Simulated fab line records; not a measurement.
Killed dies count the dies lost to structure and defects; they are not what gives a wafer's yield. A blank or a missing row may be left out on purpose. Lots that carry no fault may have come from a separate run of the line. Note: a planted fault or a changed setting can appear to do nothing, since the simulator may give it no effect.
Split-lot study / flow n5 finfet / on a route of 1938 steps: 7 lots, 21 wafers read

## THE SPLIT ITSELF
At N5_MOL_CONTACT_COAG_ETCHBACK_135 (etches SiO2 in CHF3, target depth 25 nm, time 16.7 s), the setting time s was moved away from the recipe's 16.7 s on 10 of the 21 wafers read, by -13.9% to +18.6%. The other wafers ran this setting at the recipe's value.

The split's own step is where the reading is taken.

## THE READING
SOC_of_MOL_CONTACT_COAG_COAT_75.thk nm (the simulator's own value, which no gauge read), in nm, at N5_MOL_CONTACT_COAG_ETCHBACK_135 (etches SiO2 in CHF3, target depth 25 nm, time 16.7 s). The file does not state a usual value for it. Across the 11 wafers here that went through the recipe, the average is 57.3 nm and the standard deviation 0.18 nm.

wafer=L078.1; tool, chamber at the split=rie diel-03, 2; time s as run, s=19.81; against the recipe=+18.6%; SOC_of_MOL_CONTACT_COAG_COAT_75.thk nm, nm=56.6; against lot-mates on the recipe=-0.6
wafer=L078.2; tool, chamber at the split=rie diel-03, 0; time s as run, s=19.81; against the recipe=+18.6%; SOC_of_MOL_CONTACT_COAG_COAT_75.thk nm, nm=56.8; against lot-mates on the recipe=-0.4
wafer=L078.3; tool, chamber at the split=rie diel-03, 3; time s as run, s=16.7; against the recipe=recipe; SOC_of_MOL_CONTACT_COAG_COAT_75.thk nm, nm=57.2; against lot-mates on the recipe=-
wafer=L081.1; tool, chamber at the split=rie diel-01, 0; time s as run, s=16.7; against the recipe=recipe; SOC_of_MOL_CONTACT_COAG_COAT_75.thk nm, nm=57.4; against lot-mates on the recipe=-
wafer=L081.3; tool, chamber at the split=rie diel-01, 1; time s as run, s=15.54; against the recipe=-6.9%; SOC_of_MOL_CONTACT_COAG_COAT_75.thk nm, nm=57.6; against lot-mates on the recipe=+0.2
wafer=L081.6; tool, chamber at the split=rie diel-01, 1; time s as run, s=15.54; against the recipe=-6.9%; SOC_of_MOL_CONTACT_COAG_COAT_75.thk nm, nm=57.6; against lot-mates on the recipe=+0.2
wafer=L089.3; tool, chamber at the split=rie diel-03, 2,0; time s as run, s=14.38; against the recipe=-13.9%; SOC_of_MOL_CONTACT_COAG_COAT_75.thk nm, nm=57.6; against lot-mates on the recipe=+0.2
wafer=L089.6; tool, chamber at the split=rie diel-03, 2,0; time s as run, s=14.38; against the recipe=-13.9%; SOC_of_MOL_CONTACT_COAG_COAT_75.thk nm, nm=57.6; against lot-mates on the recipe=+0.2
wafer=L089.5; tool, chamber at the split=rie diel-03, 3; time s as run, s=16.7; against the recipe=recipe; SOC_of_MOL_CONTACT_COAG_COAT_75.thk nm, nm=57.4; against lot-mates on the recipe=-
wafer=L090.1; tool, chamber at the split=rie diel-01, 2; time s as run, s=16.7; against the recipe=recipe; SOC_of_MOL_CONTACT_COAG_COAT_75.thk nm, nm=57.4; against lot-mates on the recipe=-
wafer=L090.5; tool, chamber at the split=rie diel-01, 1,0; time s as run, s=16.7; against the recipe=recipe; SOC_of_MOL_CONTACT_COAG_COAT_75.thk nm, nm=57.2; against lot-mates on the recipe=-
wafer=L090.6; tool, chamber at the split=rie diel-01, 1,0; time s as run, s=16.7; against the recipe=recipe; SOC_of_MOL_CONTACT_COAG_COAT_75.thk nm, nm=57.2; against lot-mates on the recipe=-
wafer=L094.1; tool, chamber at the split=rie diel-04, 1; time s as run, s=16.7; against the recipe=recipe; SOC_of_MOL_CONTACT_COAG_COAT_75.thk nm, nm=57; against lot-mates on the recipe=-
wafer=L094.2; tool, chamber at the split=rie diel-04, 2; time s as run, s=18.78; against the recipe=+12.5%; SOC_of_MOL_CONTACT_COAG_COAT_75.thk nm, nm=56.6; against lot-mates on the recipe=-0.5
wafer=L094.5; tool, chamber at the split=rie diel-04, 2; time s as run, s=16.7; against the recipe=recipe; SOC_of_MOL_CONTACT_COAG_COAT_75.thk nm, nm=57.2; against lot-mates on the recipe=-
wafer=L096.1; tool, chamber at the split=rie diel-04, 1; time s as run, s=16.7; against the recipe=recipe; SOC_of_MOL_CONTACT_COAG_COAT_75.thk nm, nm=57.2; against lot-mates on the recipe=-
wafer=L096.2; tool, chamber at the split=rie diel-04, 0; time s as run, s=18.16; against the recipe=+8.7%; SOC_of_MOL_CONTACT_COAG_COAT_75.thk nm, nm=57; against lot-mates on the recipe=-0.2
wafer=L096.4; tool, chamber at the split=rie diel-04, 0; time s as run, s=18.16; against the recipe=+8.7%; SOC_of_MOL_CONTACT_COAG_COAT_75.thk nm, nm=57; against lot-mates on the recipe=-0.2
wafer=L097.1; tool, chamber at the split=rie diel-01, 0,3; time s as run, s=16.7; against the recipe=recipe; SOC_of_MOL_CONTACT_COAG_COAT_75.thk nm, nm=57.6; against lot-mates on the recipe=-
wafer=L097.3; tool, chamber at the split=rie diel-01, 0,3; time s as run, s=16.7; against the recipe=recipe; SOC_of_MOL_CONTACT_COAG_COAT_75.thk nm, nm=57.6; against lot-mates on the recipe=-
wafer=L097.2; tool, chamber at the split=rie diel-01, 2; time s as run, s=18.75; against the recipe=+12.3%; SOC_of_MOL_CONTACT_COAG_COAT_75.thk nm, nm=57.4; against lot-mates on the recipe=-0.2
The file does not say which wafer passed through which chamber wherever a row lists several chambers: such a row stands for several wafers.

THE FIT
A straight line over all 21 wafers: SOC_of_MOL_CONTACT_COAG_COAT_75.thk nm changes by -0.0291 nm for each +1% of time s; r = -0.80; the points scatter about the line by 0.2 nm.
The same after taking each lot's own level away (the mean of its wafers on the recipe; 21 wafers): -0.0235 nm for each +1%; r = -0.92; scatter 0.089 nm.
Per that fit: largest time s move, reading shift of 0.44 nm.
The span of the lots' own levels, 57.10 to 57.60 nm, comes to 2.8 times the standard deviation stated above.
Hence the slope depends on the lot-to-lot level, as the two fits are not the same.
Check: -0.415 nm against its lot-mates is what the line predicts for one of the wafers moved furthest among these (+18.6%) when that wafer is left out of the fit. It came out at -0.6 nm against them.

## THE OTHER SPLITS THESE WAFERS WENT THROUGH
These wafers also went through other splits before the reading. Each is held against what the fit with the lots' levels taken away leaves over:
other split on the same wafers=N5_SDB_COAT_05 spin rpm; wafers away from the commonest value=2; r with SOC_of_MOL_CONTACT_COAG_COAT_75.thk nm (lot level and that fit taken away)=+0.00
other split on the same wafers=N5_HKMG_FIN_PEB_10 peb time s; wafers away from the commonest value=8; r with SOC_of_MOL_CONTACT_COAG_COAT_75.thk nm (lot level and that fit taken away)=+0.06
other split on the same wafers=N5_GATE_CUT_COAT_34 spin rpm; wafers away from the commonest value=5; r with SOC_of_MOL_CONTACT_COAG_COAT_75.thk nm (lot level and that fit taken away)=+0.27
other split on the same wafers=N5_MOL_CONTACT_COAG_COAT_02 spin rpm; wafers away from the commonest value=8; r with SOC_of_MOL_CONTACT_COAG_COAT_75.thk nm (lot level and that fit taken away)=-0.21
other split on the same wafers=N5_MOL_CONTACT_COAG_EXPOSE_05 dose mj; wafers away from the commonest value=7; r with SOC_of_MOL_CONTACT_COAG_COAT_75.thk nm (lot level and that fit taken away)=+0.09

## FILE'S OWN FIT
SOC_of_MOL_CONTACT_COAG_COAT_75.thk nm changes by -0.0246 nm for each +1% of time s, r = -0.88.
